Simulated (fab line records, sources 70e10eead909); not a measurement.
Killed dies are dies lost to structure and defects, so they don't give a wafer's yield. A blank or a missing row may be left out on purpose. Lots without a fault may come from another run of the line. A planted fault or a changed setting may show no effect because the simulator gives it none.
A struck lot beside a sound one | flow nand_harc | 30 steps out of a route of 1159
Sound: wafers L350.1, L350.3, L350.5. Struck: wafers L357.3, L357.6. (L357.2 of the same lot was not struck and is left out.) The cause comes at the end.
At each step with rows: each side's tool, then ch and its chambers, then its first start. Under that, the readings that differ: sound wafers | struck wafers | difference of the means | sigmas: that difference in standard deviations of wafers without a fault.
alike: readings whose means differ by less than 2 such deviations, and words and numbers that are the same on both sides. not compared: withheld readings, readings that some wafer has no value for, bounds like >300 that may hide the same value, and numbers for which the record gives no deviation and whose values overlap.
The two part at a step that has a row with sigmas, a row that says differs or no value, or rows on one side only. Numbers that don't overlap but have no deviation are shown without sigmas and don't part them. A reading that every wafer of one side lacks parts them only if that side has two wafers or more.

first, 3 steps without rows for these wafers: NHARC_A_SIN_REMOVE_WET_00 (chemistry H3PO4, time 15300 s); NHARC_A_SIN_REMOVE_PRECLEAN_01 (cleans in SC1); NHARC_A_SIN_REMOVE_SRD_02.
NHARC_A_SIN_REMOVE_INSPECT_04:
  sound on defect_inspect-01, day 17 06:41; struck on defect_inspect-02, day 18 21:06
  alike: raw_defect_count
then, 5 steps without rows for these wafers: NHARC_A_WL_FILL_ALD_00 (deposits Al2O3, target thk 3 nm, pulse time 3 s, ald cycles 30); NHARC_A_WL_FILL_RTA_01 (time 5 s); NHARC_A_WL_FILL_ALD_02 (deposits TiN, target thk 2 nm, pulse time 3 s, ald cycles 100); NHARC_A_WL_FILL_CVD_03 (deposits W, target thk 40 nm, time 3302 s); NHARC_A_WL_FILL_ETCHBACK_04 (etches the open film in NF3, target depth 60 nm, time 120 s).
NHARC_A_WL_FILL_ETCHBACK_05: etches the open film in Cl2/BCl3, target depth 22 nm, time 60 s.
  sound on rie_metal-02 ch 0,1, day 17 14:27; struck on rie_metal-03 ch 0,1, day 19 05:35
  reading                     | sound       | struck  | difference | sigmas
  drypump_motor_current_A (A) | 6.7 6.4 6.4 | 5.8 5.8 | -0.7       | -2
  alike: oes_product_au
  not compared: rf_hours_counter_h
NHARC_A_WL_FILL_STRIP_27: strips in N2/H2, time 20 s.
  sound on plasma_asher-02 ch 0, day 17 14:35; struck on plasma_asher-01 ch 0, day 19 05:47
  reading            | sound       | struck  | difference | sigmas
  heater_power_w (W) | 411 415 417 | 304 309 | -108       | -3
  alike: drypump_motor_current_A
  not compared: rf_hours_counter_h
then, 4 steps without rows for these wafers: NHARC_A_WL_FILL_STRIP_28 (strips in post etch residue remover, time 1200 s); NHARC_A_WL_FILL_PRECLEAN_06 (cleans in DIW, time 300 s); NHARC_A_WL_FILL_SRD_07; NHARC_A_WL_FILL_ANNEAL_08 (time 1800 s).
NHARC_A_WL_FILL_ALD_10: deposits SiO2, target thk 50 nm, pulse time 10 s, ald cycles 500.
  sound on ald_hk-02 ch 1,2, day 17 19:24; struck on ald_hk-02 ch 0,2, day 19 09:38
  alike: heater_power_w, precursor_pulse_height_rel
then, 1 step without rows for these wafers: NHARC_A_WL_FILL_ETCHBACK_16 (etches the open film in C4F8/O2/Ar, target depth 88 nm, time 17.6 s).
NHARC_A_WL_FILL_STRIP_29: strips in O2, time 20 s.
  sound on rie_diel-04 ch 1,2,3, day 17 23:35; struck on rie_diel-12 ch 2,3, day 19 12:50
  alike: drypump_motor_current_A, mfc_ar_sccm, oes_product_au, rf_vpp_V, showerhead_plenum_p_Torr, throttle_valve_pct
  not compared: rf_hours_counter_h
then, 7 steps without rows for these wafers: NHARC_A_WL_FILL_ETCHBACK_17 (etches the open film in Cl2/BCl3, target depth 4 nm, time 26.7 s); NHARC_A_WL_FILL_PRECLEAN_18 (cleans in dHF, time 30 s); NHARC_A_WL_FILL_SRD_21; NHARC_A_WL_FILL_CVD_23 (deposits poly-Si, target thk 40 nm, time 800 s); NHARC_A_WL_FILL_ETCHBACK_26 (etches the open film in HBr, target depth 52 nm, time 13.3 s); NHARC_A_WL_FILL_PRECLEAN_30 (cleans in dHF, time 10 s); NHARC_A_WL_FILL_SRD_14.
NHARC_A_WL_FILL_ALD_19: deposits TiN, target thk 2 nm, pulse time 3 s, ald cycles 100.
  sound on ald_metal-02 ch 0,3, day 18 05:26; struck on ald_metal-02 ch 1,2, day 19 18:36
  alike: heater_power_w, precursor_pulse_height_rel
then, 1 step without rows for these wafers: NHARC_A_WL_FILL_CVD_20 (deposits W, target thk 75 nm, time 5064 s).
NHARC_A_WL_FILL_CMP_12: polishes, t overpolish 30 s, target thk 75 nm.
  sound on cmp-01 ch 0,1,3, day 18 15:04; struck on cmp-04 ch 0,1, day 20 12:19
  alike: motor_current_A, overpolish_run_s, retaining_ring_pressure_frac, time_to_endpoint_s
then, 1 step without rows for these wafers: NHARC_A_WL_FILL_SRD_31.
-- the record jumps here: 4 days lie between the struck wafers' starts before and after (it left off in module A_WL_FILL and takes up again in module END, whose first step shown is number 1159 of the route) --
NHARC_END_SORT_01:
  the record has rows for the struck wafers here (prober-02 ch 0, day 24 19:37) and none for the sound ones

WHERE THEY PART
First at NHARC_A_WL_FILL_ETCHBACK_05; last, within this record, at NHARC_END_SORT_01.

WHY: what the simulator had put in
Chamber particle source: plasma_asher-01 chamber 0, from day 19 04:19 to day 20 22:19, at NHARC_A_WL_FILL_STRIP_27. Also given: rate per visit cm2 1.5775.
